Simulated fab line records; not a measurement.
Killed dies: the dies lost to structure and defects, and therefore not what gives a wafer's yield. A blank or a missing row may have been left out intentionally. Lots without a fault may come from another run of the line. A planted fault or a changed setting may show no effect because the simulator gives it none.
fab line records ; flow n5Finfet
[record] lots = 11; wafers = 32; lastDay = 18
route steps=1938 shown BEOL_M0@734 BEOL_M1@757 BEOL_M4@1111
lots untouched by any fault: they come from a run of this same line in which no faults occurred
startH: hours from the record's opening day to when the first of the lot's shown wafers began ; waitH: time in hours since the lot's previous step ; " unchanged from the row above ; L1.1+2: several wafers, shown together as one row ; - no value, or no start given ; * or withheld: withheld ; < > ~ a bound
route shown NAME@n: names a module that has steps shown in the file, with the first one's number in the route ; usual: mean/standard deviation of fault-free wafers ; same: alike in all rows ; chamber/n: place in a boat ; sites: the reading at each site ; _std_site: the standard deviation of these ; _edge_site: mean of outer sites minus mean of inner sites ; radiusMm: how far each site lies from the wafer's centre ; mask NAME#n: copy n ; behind: the tool/chamber that last shaped the wafer ; hold: what put the lot on hold/how long, in hours/how the hold closed ; device: names the non-switching transistor (n, p or np) ; end of line: the route-end tests of the same wafers ; a step with no rows: only its recipe ; killed: the dies lost at the first sort to structure and to defects; this is not the yield of the wafer ; map: the dies of a wafer, with x for killed, . for not killed, _ for no die there
set.NAME: the run value of the setting; set.NAME@STEP: its run value at that earlier step ; model.NAME: the simulator's own value behind a step, which no gauge read
route steps across a sampled set of lots; one table per step, one row per wafer
services: the hour from which a tool's chamber was out of use, counted from the record's first day as startH (under 0 if before that day), plus the number of hours and why
[[steps]]
[step N5_BEOL_M0_SPUTTER_116]
[recipe] material = Cu; targetThkA = 40; tempC = -20; chamberPressurePa = 0.07; powerW = withheld; timeS = 7.37
[usual] throttleValvePct = 29.7/1
lot.wafer;tool;chamber;startH;waitH;throttleValvePct
L816.2;pvdSputter-02;-;128.54;0.1;29.2
L816.4;pvdSputter-02;-;128.54;0.1;28.2
L816.6;pvdSputter-02;-;128.54;0.1;29.6
L818.1;pvdSputter-03;-;136.52;0.2;28.8
L818.2;pvdSputter-03;-;136.52;0.2;29.5
L818.3;pvdSputter-03;-;136.52;0.2;30.5
L819.1;pvdSputter-02;-;145.16;0.1;29.6
L819.2;pvdSputter-02;-;145.16;0.1;29.3
L819.5;pvdSputter-02;-;145.16;0.1;29.7
L822.2;pvdSputter-02;-;162.25;0.1;28.7
L822.3;pvdSputter-02;-;162.25;0.1;28.2
L822.4;pvdSputter-02;-;162.25;0.1;29.6
L823.3;pvdSputter-02;-;165.29;0.3;29.5
L823.4;pvdSputter-02;-;165.29;0.3;28.1
L823.6;pvdSputter-02;-;165.29;0.3;29.4
L829.1;pvdSputter-01;-;204.74;0.1;29.0
L829.5;pvdSputter-01;-;204.74;0.1;32.5
L829.6;pvdSputter-01;-;204.74;0.1;30.1
L831.1;pvdSputter-02;-;213.89;0.1;29.3
L831.4;pvdSputter-02;-;213.89;0.1;29.0
L831.5;pvdSputter-02;-;213.89;0.1;28.2
L834.5;pvdSputter-03;-;230.60;0.1;29.1
L834.6;pvdSputter-03;-;230.60;0.1;30.4
L837.3;pvdSputter-03;-;249.41;0.2;29.5
L837.4;pvdSputter-03;-;249.41;0.2;30.4
L837.5;pvdSputter-03;-;249.41;0.2;29.3
L836.3;pvdSputter-03;-;249.85;0.1;29.3
L836.5;pvdSputter-03;-;249.85;0.1;30.3
L836.6;pvdSputter-03;-;249.85;0.1;30.5
L838.2;pvdSputter-02;-;262.33;0.3;29.3
L838.4;pvdSputter-02;-;262.33;0.3;29.4
L838.5;pvdSputter-02;-;262.33;0.3;28.4
[step N5_BEOL_M0_ANNEAL_135]
[recipe] tempC = 400; timeS = 60; ambient = vacuum
[usual] heaterPowerW = 798/67
lot.wafer;tool;chamber;startH;waitH;heaterPowerW
L816.2;pvdSputter-02;-;128.86;0.0;799
L816.4;pvdSputter-02;-;128.86;0.0;673
L816.6;pvdSputter-02;-;128.86;0.0;849
L818.1;pvdSputter-03;-;136.84;0.0;762
L818.2;pvdSputter-03;-;136.84;0.0;686
L818.3;pvdSputter-03;-;136.84;0.0;748
L819.1;pvdSputter-02;-;145.48;0.0;773
L819.2;pvdSputter-02;-;145.48;0.0;856
L819.5;pvdSputter-02;-;145.48;0.0;782
L822.2;pvdSputter-02;-;162.57;0.0;857
L822.3;pvdSputter-02;-;162.57;0.0;679
L822.4;pvdSputter-02;-;162.57;0.0;837
L823.3;pvdSputter-02;-;165.61;0.0;876
L823.4;pvdSputter-02;-;165.61;0.0;717
L823.6;pvdSputter-02;-;165.61;0.0;826
L829.1;pvdSputter-01;-;205.06;0.0;859
L829.5;pvdSputter-01;-;205.06;0.0;848
L829.6;pvdSputter-01;-;205.06;0.0;852
L831.1;pvdSputter-02;-;214.21;0.0;848
L831.4;pvdSputter-02;-;214.21;0.0;825
L831.5;pvdSputter-02;-;214.21;0.0;709
L834.5;pvdSputter-03;-;230.90;0.0;688
L834.6;pvdSputter-03;-;230.90;0.0;753
L837.3;pvdSputter-03;-;249.73;0.0;678
L837.4;pvdSputter-03;-;249.73;0.0;755
L837.5;pvdSputter-03;-;249.73;0.0;693
L836.3;pvdSputter-03;-;250.17;0.0;733
L836.5;pvdSputter-03;-;250.17;0.0;767
L836.6;pvdSputter-03;-;250.17;0.0;754
L838.2;pvdSputter-02;-;262.65;0.0;774
L838.4;pvdSputter-02;-;262.65;0.0;861
L838.5;pvdSputter-02;-;262.65;0.0;701
[step N5_BEOL_M1_COAT_73]
[recipe] resist = underlayer; tempC = 205; timeS = 60; spinRpm = 1500; resistThkNm = 5
[usual] heaterPowerTotalW = 391.7/1.3; plateTempC = 205.05/0.16; spinSpeedRpm = 1500.1/1.2
lot.wafer;tool;chamber;startH;waitH;heaterPowerTotalW;plateTempC;spinSpeedRpm
L816.2;lithoTrack-03;0;131.47;-;391.1;204.95;1499.6
L816.4;lithoTrack-03;0;131.47;-;392.6;205.09;1500.9
L816.6;lithoTrack-03;0;131.47;-;391.5;204.86;1500.9
L818.1;lithoTrack-03;0;139.30;-;392.6;205.22;1499.7
L818.2;lithoTrack-03;0;139.30;-;391.3;205.15;1500.3
L818.3;lithoTrack-03;0;139.30;-;392.8;205.26;1500.4
L819.1;lithoTrack-02;0;149.22;-;390.3;205.18;1498.9
L819.2;lithoTrack-02;0;149.22;-;392.4;205.00;1499.8
L819.5;lithoTrack-02;0;149.22;-;393.1;204.88;1497.8
L822.2;lithoTrack-03;0;165.47;-;391.8;204.83;1498.9
L822.3;lithoTrack-03;0;165.47;-;389.5;205.00;1500.0
L822.4;lithoTrack-03;0;165.47;-;390.2;205.21;1500.4
L823.3;lithoTrack-05;0;170.42;-;392.8;204.94;1500.0
L823.4;lithoTrack-05;0;170.42;-;392.2;204.74;1499.6
L823.6;lithoTrack-05;0;170.42;-;393.2;205.14;1500.4
L829.1;lithoTrack-03;0;207.90;-;406.2;209.87;1499.0
L829.5;lithoTrack-03;0;207.90;-;404.3;209.68;1500.9
L829.6;lithoTrack-03;0;207.90;-;403.3;209.81;1498.8
L831.1;lithoTrack-03;0;216.72;-;406.2;210.07;1501.4
L831.4;lithoTrack-03;0;216.72;-;406.2;210.03;1501.6
L831.5;lithoTrack-03;0;216.72;-;402.5;210.31;1501.3
L834.5;lithoTrack-02;0;233.03;-;389.5;205.06;1499.7
L834.6;lithoTrack-02;0;233.03;-;390.7;205.07;1501.4
L837.3;lithoTrack-05;0;251.34;-;391.4;204.92;1500.7
L837.4;lithoTrack-05;0;251.34;-;392.3;205.15;1500.3
L837.5;lithoTrack-05;0;251.34;-;392.8;205.00;1499.8
L836.3;lithoTrack-02;0;251.69;-;389.7;205.09;1500.4
L836.5;lithoTrack-02;0;251.69;-;392.8;205.21;1497.3
L836.6;lithoTrack-02;0;251.69;-;392.2;205.08;1502.0
L838.2;lithoTrack-05;0;267.57;-;392.9;205.03;1499.7
L838.4;lithoTrack-05;0;267.57;-;390.5;205.02;1499.3
L838.5;lithoTrack-05;0;267.57;-;392.2;205.13;1498.6
[step N5_BEOL_M1_INSPECT_13]
[recipe] mode = adi; inspectInstrument = brightfield
[usual] rawDefectCount = 423/100
lot.wafer;tool;chamber;startH;waitH;rawDefectCount
L816.2;defectInspect-02;-;131.95;0.0;278
L816.4;defectInspect-02;-;131.95;0.0;308
L816.6;defectInspect-02;-;131.95;0.0;350
L818.1;defectInspect-01;-;139.64;0.1;531
L818.2;defectInspect-01;-;139.64;0.1;588
L818.3;defectInspect-01;-;139.64;0.1;384
L819.1;defectInspect-01;-;149.56;0.1;630
L819.2;defectInspect-01;-;149.56;0.1;559
L819.5;defectInspect-01;-;149.56;0.1;561
L822.2;defectInspect-01;-;165.99;0.0;761
L822.3;defectInspect-01;-;165.99;0.0;553
L822.4;defectInspect-01;-;165.99;0.0;646
L823.3;defectInspect-02;-;170.77;0.0;672
L823.4;defectInspect-02;-;170.77;0.0;337
L823.6;defectInspect-02;-;170.77;0.0;444
L829.1;defectInspect-02;-;208.24;0.1;387
L829.5;defectInspect-02;-;208.24;0.1;424
L829.6;defectInspect-02;-;208.24;0.1;424
L831.1;defectInspect-02;-;217.07;0.1;343
L831.4;defectInspect-02;-;217.07;0.1;341
L831.5;defectInspect-02;-;217.07;0.1;435
L834.5;defectInspect-01;-;233.51;0.0;430
L834.6;defectInspect-01;-;233.51;0.0;463
L837.3;defectInspect-01;-;251.69;0.0;390
L837.4;defectInspect-01;-;251.69;0.0;441
L837.5;defectInspect-01;-;251.69;0.0;435
L836.3;defectInspect-02;-;252.04;0.0;360
L836.5;defectInspect-02;-;252.04;0.0;362
L836.6;defectInspect-02;-;252.04;0.0;308
L838.2;defectInspect-02;-;268.04;0.0;419
L838.4;defectInspect-02;-;268.04;0.0;511
L838.5;defectInspect-02;-;268.04;0.0;320
[step N5_BEOL_M4_RC_MEAS_101]
[usual] DIBL_N = 36.9/1.7; DIBL_P = 37.3/2.3; IOFF_N = 0.16/0.033; IOFF_P = 0.22/0.04; ION_N = 673/12; ION_P = 463/8; SS_N = 71.6/0.58; SS_P = 73.4/0.74; VT_N = 250/3.2; VT_P = -250/3.4
lot.wafer;tool;chamber;startH;waitH;DIBL_N[mV/V];DIBL_P[mV/V];IOFF_N[nA/um];IOFF_P[nA/um];ION_N[uA/um];ION_P[uA/um];SS_N[mV/dec];SS_P[mV/dec];VT_N[mV];VT_P[mV]
L816.2;prober-02;0;181.31;0.2;35.8;38.3;0.15;0.19;669;455;71.9;74.0;251;-256
L816.4;prober-02;0;181.31;0.2;36.7;38.5;0.16;0.20;675;463;71.5;73.6;249;-255
L816.6;prober-02;0;181.31;0.2;36.7;39.2;0.16;0.21;667;458;71.4;74.5;250;-254
L818.1;prober-02;0;186.13;0.0;37.3;38.3;0.18;0.23;676;460;72.1;73.7;249;-249
L818.2;prober-02;0;186.13;0.0;36.1;37.8;0.16;0.22;668;464;71.6;72.9;252;-250
L818.3;prober-02;0;186.13;0.0;36.7;38.3;0.18;0.24;684;475;72.0;72.8;247;-249
L819.1;prober-01;0;194.08;0.0;38.5;38.0;0.19;0.23;677;456;72.2;73.7;247;-252
L819.2;prober-01;0;194.08;0.0;35.9;34.2;0.13;0.18;656;452;71.5;72.1;252;-255
L819.5;prober-01;0;194.08;0.0;35.7;33.9;0.14;0.17;658;446;71.7;72.0;253;-257
L823.3;prober-02;0;217.30;0.3;36.2;35.5;0.13;0.18;659;453;72.0;73.3;256;-252
L823.4;prober-02;0;217.30;0.3;35.7;36.2;0.13;0.18;655;452;71.5;72.9;255;-252
L823.6;prober-02;0;217.30;0.3;37.7;37.3;0.16;0.21;664;457;72.6;72.8;252;-250
L822.2;prober-01;0;218.35;0.2;40.5;41.6;0.24;0.30;687;473;72.5;74.3;245;-245
L822.3;prober-01;0;218.35;0.2;37.7;37.0;0.17;0.21;668;462;71.4;73.4;249;-250
L822.4;prober-01;0;218.35;0.2;36.3;35.5;0.14;0.19;661;454;71.3;72.9;251;-251
L829.1;prober-02;0;254.92;0.0;38.1;37.7;0.17;0.26;676;469;71.7;73.6;250;-247
L829.5;prober-02;0;254.92;0.0;38.0;36.8;0.17;0.22;674;462;71.7;73.1;248;-252
L829.6;prober-02;0;254.92;0.0;36.9;36.9;0.17;0.24;699;477;71.6;73.4;249;-249
L831.1;prober-02;0;267.15;0.0;36.6;36.8;0.16;0.22;674;465;72.5;73.8;251;-250
L831.4;prober-02;0;267.15;0.0;34.0;33.8;0.12;0.17;660;457;71.4;72.9;254;-254
L831.5;prober-02;0;267.15;0.0;36.0;36.7;0.16;0.21;693;469;71.6;73.8;249;-249
L834.5;prober-01;0;291.42;0.6;38.5;37.8;0.17;0.23;697;476;71.4;73.7;248;-249
L834.6;prober-01;0;291.42;0.6;38.1;37.8;0.17;0.23;670;462;71.7;72.7;251;-250
L837.3;prober-02;0;307.75;0.3;38.6;39.3;0.18;0.24;673;459;71.7;73.9;252;-252
L837.4;prober-02;0;307.75;0.3;39.3;39.4;0.18;0.23;669;459;72.6;74.4;251;-253
L837.5;prober-02;0;307.75;0.3;37.7;38.0;0.14;0.21;661;453;72.0;73.8;255;-255
L836.3;prober-01;0;308.31;0.3;34.2;36.0;0.12;0.19;669;467;71.6;72.4;256;-254
L836.5;prober-01;0;308.31;0.3;39.0;41.1;0.20;0.27;677;465;72.0;73.9;246;-248
L836.6;prober-01;0;308.31;0.3;36.4;37.0;0.14;0.21;667;464;71.3;73.9;254;-248
L838.2;prober-02;0;311.07;0.2;36.1;35.9;0.13;0.19;649;447;71.3;72.5;254;-250
L838.4;prober-02;0;311.07;0.2;38.0;37.9;0.15;0.22;676;464;71.4;73.6;252;-249
L838.5;prober-02;0;311.07;0.2;37.1;36.7;0.14;0.20;662;456;70.7;73.4;252;-253
[[services]]
tool;chamber;startH;hours;kind
lithoTrack-05;-;123.31;-;consumableReplace:filter
pvdSputter-03;-;157.71;0.7;repair
[[key]]
[firstSign] step = N5_BEOL_M1_COAT_73; reading = plateTempC; direction = up; sigmas = 30; usual = *; struck = *
[effect] step = N5_BEOL_M1_COAT_73; reading = heaterPowerTotalW; direction = up; sigmas = 9.8; usual = *; struck = *
metAt N5_BEOL_M1_COAT_73
struckLots L829,L831
notActingAt N5_BEOL_M0_SPUTTER_116,N5_BEOL_M0_ANNEAL_135,N5_BEOL_M1_INSPECT_13
onsetBetween 165.47 207.90
[fault] kind = processParameterDrift; tool = lithoTrack-03; chamber = -; onsetH = 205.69; steps = N5_BEOL_M1_COAT_73; channel = tempC; offset = *; shape = step; endH = 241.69; actsIn = *; stated = *
